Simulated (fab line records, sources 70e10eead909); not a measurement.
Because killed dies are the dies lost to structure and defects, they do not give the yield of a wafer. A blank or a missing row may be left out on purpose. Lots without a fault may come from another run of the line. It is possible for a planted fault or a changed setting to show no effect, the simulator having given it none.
Matching of chambers + flow nand_harc + 4 sister chambers for NHARC_A_M0_CMP_23 on cmp-02
The step polishes, t overpolish 20 s, target thk 113.75 nm. 14 wafers are shown with their chamber, then 7 later ones without.

== WAFERS PAIRED WITH THEIR CHAMBERS ==
| wafer  | chamber | motor_current_A (A) | slurry_filter_dp_kPa (kPa) | time_to_endpoint_s (s) |
|--------|---------|---------------------|----------------------------|------------------------|
| L076.1 | 2       | 11.4                | 13.56                      | 31.8                   |
| L076.3 | 1       | 10.3                | 13.55                      | 28.9                   |
| L076.5 | 3       | 12.9                | 13.74                      | 29.2                   |
| L080.1 | 0       | 11.0                | 13.38                      | 30.4                   |
| L080.2 | 2       | 12.1                | 13.64                      | 30.5                   |
| L080.6 | 0       | 10.8                | 13.70                      | 30.6                   |
| L082.1 | 2       | 12.1                | 13.29                      | 32.4                   |
| L082.4 | 0       | 11.0                | 13.42                      | 31.9                   |
| L082.5 | 3       | 12.2                | 13.58                      | 31.5                   |
| L086.1 | 2       | 12.1                | 13.63                      | 30.3                   |
| L086.2 | 0       | 11.3                | 13.70                      | 28.8                   |
| L086.6 | 2       | 12.3                | 13.50                      | 28.1                   |
| L088.1 | 2       | 11.4                | 13.34                      | 26.5                   |
| L088.2 | 0       | 11.3                | 13.60                      | 23.5                   |

SIGNATURES (averages over the wafers above)
| reading              | chamber 0 | chamber 1 | chamber 2 | chamber 3 | scatter within a chamber |
|----------------------|-----------|-----------|-----------|-----------|--------------------------|
| motor_current_A      | 11.080    | 10.300    | 11.900    | 12.550    | 0.348                    |
| slurry_filter_dp_kPa | 13.5600   | 13.5500   | 13.4933   | 13.6600   | 0.147                    |
| time_to_endpoint_s   | 29.040    | 28.900    | 29.933    | 30.350    | 2.67                     |
Rule: distance of a wafer from a chamber = root of the sum over the readings of ((wafer's reading minus chamber's mean) / reading's scatter) squared. If the next closest chamber is less than 2 further off than the closest, the wafer can't be placed; otherwise it belongs to the closest. How the scatter is found: for the shown wafers, subtract from each reading the mean of its chamber, square and add these, divide the total by (wafers less chambers), then take the root.

== WAFERS WITHOUT THEIR CHAMBER ==
| wafer  | motor_current_A (A) | slurry_filter_dp_kPa (kPa) | time_to_endpoint_s (s) |
|--------|---------------------|----------------------------|------------------------|
| L088.3 | 11.2                | 13.44                      | 25.9                   |
| L096.3 | 12.4                | 13.36                      | 28.2                   |
| L096.4 | 11.6                | 13.52                      | 27.4                   |
| L096.5 | 13.6                | 13.48                      | 26.9                   |
| L095.1 | 11.8                | 13.37                      | 31.2                   |
| L095.2 | 10.2                | 13.71                      | 29.0                   |
| L095.3 | 12.8                | 13.57                      | 26.1                   |

== WHICH CHAMBER EACH ONE RAN IN ==
| wafer  | from the rows above          | in truth |
|--------|------------------------------|----------|
| L088.3 | can't be placed: 0 or 2 or 1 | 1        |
| L096.3 | can't be placed: 2 or 3      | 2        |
| L096.4 | can't be placed: 2 or 0 or 3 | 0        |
| L096.5 | can't be placed: 3 or 2      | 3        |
| L095.1 | can't be placed: 2 or 0 or 3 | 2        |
| L095.2 | can't be placed: 1 or 0      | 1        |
| L095.3 | can't be placed: 3 or 2      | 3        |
Placed correctly: 0 of 7. From these rows, 7 cannot be placed; in 7 the true chamber is one of the candidates. Number placed wrongly: 0.
